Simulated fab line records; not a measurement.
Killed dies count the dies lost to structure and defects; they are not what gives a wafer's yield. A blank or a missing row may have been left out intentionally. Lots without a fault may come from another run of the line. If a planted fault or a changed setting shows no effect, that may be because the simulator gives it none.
fab line records	flow n5Finfet	part 1 of 2: steps 1 to 25 of 32
record: lots: 5	wafers: 15	lastDay: 17
route steps=1938 shown DUMMY_REMOVAL@377 HKMG_FIN@385
lots with no fault: from the same line, run without faults
startH: start of the lot's first displayed wafer, in hours after the record's first day	waitH: how many hours have passed since the lot's step before this one	" unchanged from the row above	L1.1+2: a row that stands for several wafers	- no value, or no start given	* or withheld: withheld	< > ~ a bound
route shown NAME@n: a module of which the file shows steps, and the number in the route of the first	usual: mean and standard deviation over wafers with no fault	same: alike in all rows	chamber/n: place in a boat	sites: the reading at each site	_std_site: their standard deviation	_edge_site: outer sites' mean less inner sites'	radiusMm: for every site, how far away it sits from the centre of the wafer	mask NAME#n: copy n	behind: the tool/chamber that last shaped the wafer	hold: reason for holding the lot/hours on hold/outcome of the hold	device: the transistor (n, p or np) that didn't switch	end of line: the tests these same wafers got at the end of their route	where a step has no rows: the recipe by itself	killed: the dies lost at the first sort to structure and to defects; this is not the yield of the wafer	map: shows each die of a wafer: x if killed, . if not, _ if none is there
set.NAME: the setting the step ran with; set.NAME@STEP: the setting that earlier step ran with	model.NAME: the simulator's own value behind a step, which no gauge read
lots at some steps of the route; a table a step, a row a wafer
services: the hour from which a tool's chamber was out of use, counted from the record's first day as startH (under 0 if before that day), plus the number of hours and why
== steps ==
step: N5_DUMMY_REMOVAL_HM_STRIP_01
recipe: chemistry: CH3F/O2	material: SiNx	targetDepthA: 40	stopOn: poly-Si	timeS: 6.8	overEtchFrac: 0.3	ionEnergyEv: 60	powerW: 410	biasW: 29	Ar_flow_sccm: 150	CH3F_flow_sccm: 30	O2_flow_sccm: 20
usual: O2_flow_sccm: 19.99/0.07	drypumpMotorCurrentA: 5.9/0.32	oesProductAu: 0.65/0.081	rfVppV: 127.4/1.2	showerheadPlenumPTorr: 1.99/0.074	throttleValvePct: 16.34/0.26
lot.wafer	tool	chamber	startH	waitH	O2_flow_sccm	drypumpMotorCurrentA	oesProductAu	rfHoursCounterH	rfVppV	showerheadPlenumPTorr	throttleValvePct
L080.2	rieDiel-06	2	107.74	0.0	19.96	6.0	0.63	112	129.4	2.09	16.01
L080.4	"	3	"	"	20.02	5.9	0.72	48	126.7	1.96	16.57
L080.5	"	0	"	"	19.93	5.8	0.76	-	129.0	2.06	15.94
L081.1	rieDiel-06	2	110.81	0.0	20.04	5.9	0.63	113	128.3	2.09	15.99
L081.4	"	0	"	"	19.98	5.9	0.76	8	128.9	2.06	15.95
L081.6	"	1	"	"	20.01	5.9	0.57	-	128.3	1.89	16.50
L085.1	rieDiel-02	2	138.75	0.1	19.95	5.2	0.78	13	127.6	2.05	16.21
L085.4	"	0	"	"	20.03	6.5	0.59	208	129.0	1.90	16.42
L085.5	"	0	"	"	19.99	6.5	0.59	-	127.3	1.90	16.46
L090.2	rieDiel-06	2	163.66	0.0	19.89	5.9	0.62	127	129.7	2.09	16.03
L090.3	"	3	"	"	20.01	5.8	0.70	62	128.0	1.95	16.59
L090.6	"	1	"	"	19.95	6.0	0.57	-	126.5	1.88	16.53
L093.3	rieDiel-06	3	183.61	0.2	19.80	5.9	0.69	68	126.5	1.95	16.62
L093.5	"	3	"	"	19.91	5.9	0.69	-	126.9	1.95	16.62
L093.6	"	0	"	"	20.13	5.9	0.71	-	130.1	2.05	15.99
step: N5_DUMMY_REMOVAL_STRIP_10
recipe: chemistry: N2/H2	timeS: 40	powerW: 100	tempC: 40	pressureMtorr: 100	rfFrequencyHz: 6e+07	biasPowerW: 3	n2FlowSccm: 300	h2FlowSccm: 300
usual: drypumpMotorCurrentA: 5.9/0.32	oesProductAu: 0.80/0.11	rfVppV: 45.3/0.92	showerheadPlenumPTorr: 3.36/0.12	throttleValvePct: 12.2/0.31
lot.wafer	tool	chamber	startH	waitH	drypumpMotorCurrentA	oesProductAu	rfHoursCounterH	rfVppV	showerheadPlenumPTorr	throttleValvePct
L080.2	rieDiel-06	2	107.77	0.0	6.0	0.77	112	46.1	3.54	12.0
L080.4	"	3	"	"	5.9	0.88	48	46.6	3.30	12.4
L080.5	"	0	"	"	5.9	0.96	-	45.5	3.45	11.6
L081.1	rieDiel-06	2	110.84	0.0	6.0	0.78	113	46.5	3.54	12.0
L081.4	"	0	"	"	5.9	0.94	8	44.9	3.45	11.7
L081.6	"	1	"	"	5.9	0.69	-	44.3	3.19	12.5
L085.1	rieDiel-02	2	138.79	0.0	5.3	0.96	13	45.0	3.45	12.0
L085.4	"	0	"	"	6.6	0.71	208	45.6	3.20	12.4
L085.5	"	0	"	"	6.6	0.73	-	45.1	3.20	12.4
L090.2	rieDiel-06	2	163.69	0.0	5.9	0.76	127	44.1	3.53	12.0
L090.3	"	3	"	"	5.9	0.84	62	45.4	3.30	12.4
L090.6	"	1	"	"	6.0	0.68	-	43.7	3.18	12.5
L093.3	rieDiel-06	3	183.64	0.0	5.9	0.84	68	44.7	3.29	12.5
L093.5	"	3	"	"	5.9	0.84	-	45.0	3.29	12.5
L093.6	"	0	"	"	5.9	0.90	-	46.7	3.44	11.7
step: N5_DUMMY_REMOVAL_PRECLEAN_07
recipe: chemistry: dHF	timeS: 30	tempC: 25	dilution: withheld
lot.wafer	tool	chamber	startH	waitH
L080.2+4+5	wetBench-05	7,6,5	107.86	0.1
L081.1+4+6	wetBench-05	0,7,4	110.94	0.1
L085.1+4+5	wetBench-03	5,1,3	138.88	0.1
L090.2+3+6	wetBench-04	7,5,6	163.78	0.1
L093.3+5+6	wetBench-04	1,5,4	183.74	0.1
step: N5_DUMMY_REMOVAL_DUMMY_REMOVE_02
recipe: chemistry: TMAH	tempC: 70	target: poly-Si	stopOn: SiO2	targetDepthNm: 142	concWtPct: 5	timeS: 57	dry: ipaMarangoni	rinseTimeS: 30	rinseTempC: 23
usual: rinseTempC: 23.02/0.1
lot.wafer	tool	chamber	startH	waitH	rinseTempC
L080.2	wetBench-05	7	107.88	0.0	22.96
L080.4	"	6	"	"	22.92
L080.5	"	5	"	"	22.88
L081.1	wetBench-05	0	110.95	0.0	22.87
L081.4	"	7	"	"	23.02
L081.6	"	4	"	"	23.07
L085.1	wetBench-03	5	138.89	0.0	23.10
L085.4	"	1	"	"	23.06
L085.5	"	3	"	"	23.00
L090.2	wetBench-04	7	163.79	0.0	23.12
L090.3	"	5	"	"	23.06
L090.6	"	6	"	"	23.14
L093.3	wetBench-04	1	183.75	0.0	22.97
L093.5	"	5	"	"	23.09
L093.6	"	4	"	"	22.99
step: N5_DUMMY_REMOVAL_INSPECT_06
recipe: inspectInstrument: brightfield	mode: aei
usual: rawDefectCount: 11/5.1
lot.wafer	tool	chamber	startH	waitH	rawDefectCount
L080.2	defectInspect-01	-	107.93	0.0	9
L080.4	"	-	"	"	11
L080.5	"	-	"	"	14
L081.1	defectInspect-02	-	111.00	0.0	7
L081.4	"	-	"	"	7
L081.6	"	-	"	"	4
L085.1	defectInspect-02	-	138.95	0.0	14
L085.4	"	-	"	"	14
L085.5	"	-	"	"	27
L090.2	defectInspect-02	-	163.85	0.0	10
L090.3	"	-	"	"	11
L090.6	"	-	"	"	8
L093.3	defectInspect-01	-	183.81	0.0	16
L093.5	"	-	"	"	15
L093.6	"	-	"	"	16
step: N5_DUMMY_REMOVAL_PRECLEAN_08
recipe: chemistry: NF3:NH3	afsCycles: 2	tempC: 30	timeS: 20	sublimationTempC: 180	sublimationTimeS: 60	pressureTorr: 3	rfPowerW: 30
lot.wafer	tool	chamber	startH	waitH
L080.2+4+5	remotePlasma-01	0	108.00	0.1
L081.1+4+6	remotePlasma-01	0	111.04	0.0
L085.1+4+5	remotePlasma-02	0	138.99	0.0
L090.2+3+6	remotePlasma-01	1	163.92	0.1
L093.3+5+6	remotePlasma-02	1	183.91	0.1
step: N5_DUMMY_REMOVAL_PRECLEAN_04
recipe: chemistry: DHF	timeS: 37	tempC: 25	dilution: 500:1
lot.wafer	tool	chamber	startH	waitH
L080.2+4+5	wetBench-04	5,7,1	108.18	0.2
L081.1+4+6	wetBench-05	7,2,4	111.25	0.2
L085.1+4+5	wetBench-05	1,2,3	139.20	0.2
L090.2+3+6	wetBench-05	3,1,2	164.10	0.2
L093.3+5+6	wetBench-03	2,4,7	184.06	0.1
step: N5_DUMMY_REMOVAL_SRD_05
recipe: dry: ipaMarangoni	doPpb: 5	timeS: 30	tempC: 23	rinseLiquid: diw
lot.wafer	tool	chamber	startH	waitH
L080.2+4+5	wetBench-04	5,7,1	108.19	0.0
L081.1+4+6	wetBench-05	7,2,4	111.27	0.0
L085.1+4+5	wetBench-05	1,2,3	139.21	0.0
L090.2+3+6	wetBench-05	3,1,2	164.11	0.0
L093.3+5+6	wetBench-03	2,4,7	184.07	0.0
step: N5_HKMG_FIN_IL_REGROW_00
recipe: material: SiO2	targetThkA: 7.5	chemistry: O3	tempC: withheld	timeS: 30
lot.wafer	tool	chamber	startH	waitH
L080.2+4+5	aldHk-01	0,1,1	108.24	0.0
L081.1+4+6	aldHk-01	0,1,3	111.31	0.0
L085.1+4+5	aldHk-01	3,0,3	139.26	0.0
L090.2+3+6	aldHk-02	2,3,0	164.16	0.0
L093.3+5+6	aldHk-02	3,0,3	184.12	0.0
step: N5_HKMG_FIN_HK_ALD_01
recipe: material: HfO2	targetThkA: 16	tempC: withheld	aldPrecursorFamily: HfCl4	aldCoReactant: H2O	pulseTimeS: 3	purgeTimeS: 3	coReactantPurgeTimeS: 2.5	coReactantPulseTimeS: 0.3	aldCycles: 30
usual: precursorPulseHeightRel: 1.003/0.021
same: pulseTimeS: 3
lot.wafer	tool	chamber	startH	waitH	precursorPulseHeightRel
L080.2	aldHk-01	0	108.29	0.0	1.038
L080.4	"	1	"	"	1.000
L080.5	"	1	"	"	1.012
L081.1	aldHk-01	0	111.36	0.0	1.005
L081.4	"	1	"	"	1.006
L081.6	"	3	"	"	1.026
L085.1	aldHk-01	3	139.31	0.0	1.007
L085.4	"	0	"	"	1.035
L085.5	"	3	"	"	0.988
L090.2	aldHk-02	2	164.21	0.0	1.051
L090.3	"	3	"	"	1.018
L090.6	"	0	"	"	1.016
L093.3	aldHk-02	3	184.17	0.0	0.985
L093.5	"	0	"	"	0.970
L093.6	"	3	"	"	1.001
step: N5_HKMG_FIN_HK_ANNEAL_02
recipe: tempC: 700	timeS: 30	ambient: N2	idleTempC: 600	rampUpCPerS: 150	rampDownCPerS: 60	coolToC: 600
usual: lampPowerPct: 8.81/0.057	lamp_zone_6_pct: 8.724/0.0093	wafer_temp_C_max: 702.9/0.65
lot.wafer	tool	chamber	startH	waitH	lampPowerPct	lamp_zone_6_pct	wafer_temp_C_max
L080.2	rtpAnneal-01	0	108.51	0.1	8.79	8.728	702.2
L080.4	"	0	"	"	8.87	8.727	703.2
L080.5	"	0	"	"	8.88	8.727	702.9
L081.1	rtpAnneal-02	0	111.68	0.2	8.77	8.712	702.7
L081.4	"	0	"	"	8.81	8.720	704.1
L081.6	"	0	"	"	8.76	8.733	703.6
L085.1	rtpAnneal-02	0	139.49	0.1	8.79	8.724	702.5
L085.4	"	0	"	"	8.83	8.702	703.6
L085.5	"	0	"	"	8.82	8.727	702.6
L090.2	rtpAnneal-02	0	164.45	0.2	8.84	8.720	702.0
L090.3	"	0	"	"	8.77	8.741	703.0
L090.6	"	0	"	"	8.77	8.718	703.5
L093.3	rtpAnneal-01	0	184.42	0.2	8.78	8.720	702.4
L093.5	"	0	"	"	8.87	8.711	702.6
L093.6	"	0	"	"	8.78	8.730	703.5
step: N5_HKMG_FIN_ALD_74
recipe: material: La2O3	targetThkA: 5	tempC: 250	aldPrecursorFamily: La-Cp	aldCoReactant: O3	pulseTimeS: 6	coReactantPulseTimeS: 1	purgeTimeS: 3	coReactantPurgeTimeS: 3
usual: heaterPowerW: 344/25	precursorPulseHeightRel: 0.999/0.021
same: pulseTimeS: 6
lot.wafer	tool	chamber	startH	waitH	heaterPowerW	precursorPulseHeightRel
L080.2	aldHk-02	3	108.69	0.2	358	0.985
L080.4	"	0	"	"	392	0.997
L080.5	"	0	"	"	378	0.995
L081.1	aldHk-02	3	111.89	0.2	342	0.997
L081.4	"	1	"	"	312	0.988
L081.6	"	0	"	"	388	0.957
L085.1	aldHk-02	3	139.71	0.2	348	1.020
L085.4	"	1	"	"	316	0.975
L085.5	"	2	"	"	380	1.051
L090.2	aldHk-03	3	164.63	0.2	329	0.990
L090.3	"	0	"	"	364	1.023
L090.6	"	0	"	"	355	1.001
L093.3	aldHk-03	3	184.59	0.1	348	1.030
L093.5	"	1	"	"	354	0.946
L093.6	"	2	"	"	341	1.035
step: N5_HKMG_FIN_ALD_75
recipe: material: Al2O3	targetThkA: 10	tempC: 150	aldPrecursorFamily: TMA	aldCoReactant: H2O	pulseTimeS: withheld	coReactantPulseTimeS: 1
usual: heaterPowerW: 149/11	precursorPulseHeightRel: 1.001/0.021
lot.wafer	tool	chamber	startH	waitH	heaterPowerW	precursorPulseHeightRel
L080.2	aldHk-02	3	108.77	0.0	146	0.953
L080.4	"	0	"	"	171	0.968
L080.5	"	0	"	"	162	0.985
L081.1	aldHk-02	3	111.97	0.0	150	0.981
L081.4	"	1	"	"	138	0.993
L081.6	"	0	"	"	165	1.046
L085.1	aldHk-02	3	139.79	0.0	148	0.983
L085.4	"	1	"	"	139	0.960
L085.5	"	2	"	"	166	1.003
L090.2	aldHk-03	3	164.71	0.0	147	1.028
L090.3	"	0	"	"	150	0.994
L090.6	"	0	"	"	154	1.011
L093.3	aldHk-03	3	184.66	0.0	147	0.995
L093.5	"	1	"	"	147	1.011
L093.6	"	2	"	"	146	0.974
step: N5_HKMG_FIN_COAT_41
recipe: resist: SOC	tempC: 250	timeS: 60	spinRpm: 1500	resistThkNm: 300
lot.wafer	tool	chamber	startH	waitH
L080.2+4+5	lithoTrack-02	0	108.87	-
L081.1+4+6	lithoTrack-01	0	112.07	-
L085.1+4+5	lithoTrack-01	0	139.88	-
L090.2+3+6	lithoTrack-05	0	164.81	-
L093.3+5+6	lithoTrack-02	0	184.76	-
step: N5_HKMG_FIN_COAT_42
recipe: resist: SiARC	tempC: 220	timeS: 60	spinRpm: 1500	resistThkNm: 35
lot.wafer	tool	chamber	startH	waitH
L080.2+4+5	lithoTrack-02	0	-	-
L081.1+4+6	lithoTrack-01	0	-	-
L085.1+4+5	lithoTrack-01	0	-	-
L090.2+3+6	lithoTrack-05	0	-	-
L093.3+5+6	lithoTrack-02	0	-	-
step: N5_HKMG_FIN_COAT_43
recipe: resist: CAR-ArF	spinRpm: 1500	resistThkNm: 90
lot.wafer	tool	chamber	startH	waitH
L080.2+4+5	lithoTrack-02	0	-	-
L081.1+4+6	lithoTrack-01	0	-	-
L085.1+4+5	lithoTrack-01	0	-	-
L090.2+3+6	lithoTrack-05	0	-	-
L093.3+5+6	lithoTrack-02	0	-	-
step: N5_HKMG_FIN_EBR_45
recipe: solvent: PGMEA	ebrWidthMm: 1.5
lot.wafer	tool	chamber	startH	waitH
L080.2+4+5	lithoTrack-02	0	-	-
L081.1+4+6	lithoTrack-01	0	-	-
L085.1+4+5	lithoTrack-01	0	-	-
L090.2+3+6	lithoTrack-05	0	-	-
L093.3+5+6	lithoTrack-02	0	-	-
step: N5_HKMG_FIN_SOFTBAKE_44
recipe: tempC: 110	timeS: 60	resist: CAR-ArF
lot.wafer	tool	chamber	startH	waitH
L080.2+4+5	lithoTrack-02	0	-	-
L081.1+4+6	lithoTrack-01	0	-	-
L085.1+4+5	lithoTrack-01	0	-	-
L090.2+3+6	lithoTrack-05	0	-	-
L093.3+5+6	lithoTrack-02	0	-	-
step: N5_HKMG_FIN_EXPOSE_46
recipe: maskId: NDIPOLE	na: 1.35	sourceShape: conventional	sigmaOuter: 0.8	polarization: unpolarized	doseMj: 40
lot.wafer	tool	chamber	startH	waitH	mask
L080.2+4+5	arfiScanner-02	0	109.12	-	NDIPOLE#0
L081.1+4+6	arfiScanner-01	0	112.31	-	NDIPOLE#0
L085.1+4+5	arfiScanner-03	0	140.13	-	NDIPOLE#0
L090.2+3+6	arfiScanner-03	0	164.93	-	NDIPOLE#0
L093.3+5+6	arfiScanner-01	0	185.02	-	NDIPOLE#0
step: N5_HKMG_FIN_PEB_47
recipe: pebTempC: withheld	pebTimeS: 60	resist: CAR-ArF
lot.wafer	tool	chamber	startH	waitH
L080.2+4+5	lithoTrack-01	0	109.17	0.0
L081.1+4+6	lithoTrack-05	0	112.37	0.1
L085.1+4+5	lithoTrack-01	0	140.18	0.1
L090.2+3+6	lithoTrack-01	0	164.99	0.0
L093.3+5+6	lithoTrack-02	0	185.06	0.0
step: N5_HKMG_FIN_DEVELOP_48
recipe: developTimeS: 30	developer: TMAH	resist: CAR-ArF	rinseLiquid: diw	dry: airSpin	devTempC: 23
same: developTimeS: 30
lot.wafer	tool	chamber	startH	waitH
L080.2+4+5	lithoTrack-01	0	-	-
L081.1+4+6	lithoTrack-05	0	-	-
L085.1+4+5	lithoTrack-01	0	-	-
L090.2+3+6	lithoTrack-01	0	-	-
L093.3+5+6	lithoTrack-02	0	-	-
step: N5_HKMG_FIN_CD_MEAS_49
recipe: targetCdNm: 202	landingEnergyEv: 500	detector: seInlens	polarity: opening
usual: cdNm: 202.0/0.66
lot.wafer	tool	chamber	startH	waitH	cdNm
L080.2	cdSem-02	0	109.24	-	201.4
L080.4	"	0	"	"	201.4
L080.5	"	0	"	"	200.9
L081.1	cdSem-02	0	112.44	-	202.8
L081.4	"	0	"	"	202.5
L081.6	"	0	"	"	202.3
L085.1	cdSem-03	0	140.25	-	201.5
L085.4	"	0	"	"	201.6
L085.5	"	0	"	"	201.1
L090.2	cdSem-02	0	165.05	-	201.7
L090.3	"	0	"	"	201.3
L090.6	"	0	"	"	201.8
L093.3	cdSem-03	0	185.13	-	201.5
L093.5	"	0	"	"	201.1
L093.6	"	0	"	"	201.0
step: N5_HKMG_FIN_OVL_MEAS_50
recipe: pointsPerWafer: 44
usual: NDIPOLE_OVL: -0.2/0.79
lot.wafer	tool	chamber	startH	waitH	NDIPOLE_OVL[nm]
L080.2	overlay-02	0	109.27	0.0	0.4
L080.4	"	0	"	"	-0.1
L080.5	"	0	"	"	-0.6
L081.1	overlay-01	0	112.47	0.0	-1.5
L081.4	"	0	"	"	-0.5
L081.6	"	0	"	"	-0.8
L085.1	overlay-01	0	140.29	0.0	-1.3
L085.4	"	0	"	"	-0.3
L085.5	"	0	"	"	-0.3
L090.2	overlay-02	0	165.08	0.0	0.5
L090.3	"	0	"	"	0.0
L090.6	"	0	"	"	-0.3
L093.3	overlay-02	0	185.16	0.0	-0.2
L093.5	"	0	"	"	-0.3
L093.6	"	0	"	"	-1.5
step: N5_HKMG_FIN_INSPECT_61
recipe: mode: adi	inspectInstrument: macro
usual: rawDefectCount: 1.9/1.3
lot.wafer	tool	chamber	startH	waitH	rawDefectCount
L080.2	defectInspect-02	-	109.29	0.0	3
L080.4	"	-	"	"	2
L080.5	"	-	"	"	4
L081.1	defectInspect-01	-	112.49	0.0	3
L081.4	"	-	"	"	2
L081.6	"	-	"	"	1
L085.1	defectInspect-01	-	140.32	0.0	1
L085.4	"	-	"	"	1
L085.5	"	-	"	"	1
L090.2	defectInspect-01	-	165.11	0.0	3
L090.3	"	-	"	"	2
L090.6	"	-	"	"	4
L093.3	defectInspect-02	-	185.18	0.0	3
L093.5	"	-	"	"	1
L093.6	"	-	"	"	1
step: N5_HKMG_FIN_DESCUM_53
recipe: chemistry: O2	timeS: 7.9	sourcePowerW: 50	biasPowerW: 20	pressureMtorr: 20	rfFrequencyHz: 2.712e+07	tempC: 40	resist: CAR-ArF	o2FlowSccm: 225
usual: drypumpMotorCurrentA: 5.6/0.51	oesProductAu: 0.79/0.068	rfVppV: 243.6/1.3	showerheadPlenumPTorr: 2.13/0.066	throttleValvePct: 20.54/0.23
lot.wafer	tool	chamber	startH	waitH	drypumpMotorCurrentA	oesProductAu	rfHoursCounterH	rfVppV	showerheadPlenumPTorr	throttleValvePct
L080.2	rieDiel-01	0	109.32	0.0	6.4	0.84	75	242.8	2.11	20.14
L080.4	"	2	"	"	4.9	0.75	-	243.9	2.20	20.76
L080.5	"	1	"	"	5.2	0.92	-	245.9	2.15	20.48
L081.1	rieDiel-03	0	112.52	0.0	5.7	0.76	116	243.1	2.19	20.40
L081.4	"	0	"	"	5.7	0.77	-	243.6	2.19	20.40
L081.6	"	2	"	"	5.3	0.79	-	243.7	2.13	20.87
L085.1	rieDiel-03	3	140.35	0.0	6.3	0.69	222	242.7	2.00	20.79
L085.4	"	2	"	"	5.3	0.77	-	243.6	2.12	20.87
L085.5	"	3	"	"	6.3	0.70	-	241.3	2.00	20.79
L090.2	rieDiel-01	2	165.14	0.0	5.0	0.72	174	244.3	2.19	20.78
L090.3	"	0	"	"	6.4	0.82	95	243.0	2.10	20.15
L090.6	"	1	"	"	5.2	0.87	-	243.6	2.15	20.48
L093.3	rieDiel-03	1	185.22	0.0	5.2	0.81	116	243.7	2.12	20.52
L093.5	"	2	"	"	5.3	0.76	-	241.8	2.12	20.90
L093.6	"	1	"	"	5.2	0.81	-	244.4	2.12	20.52
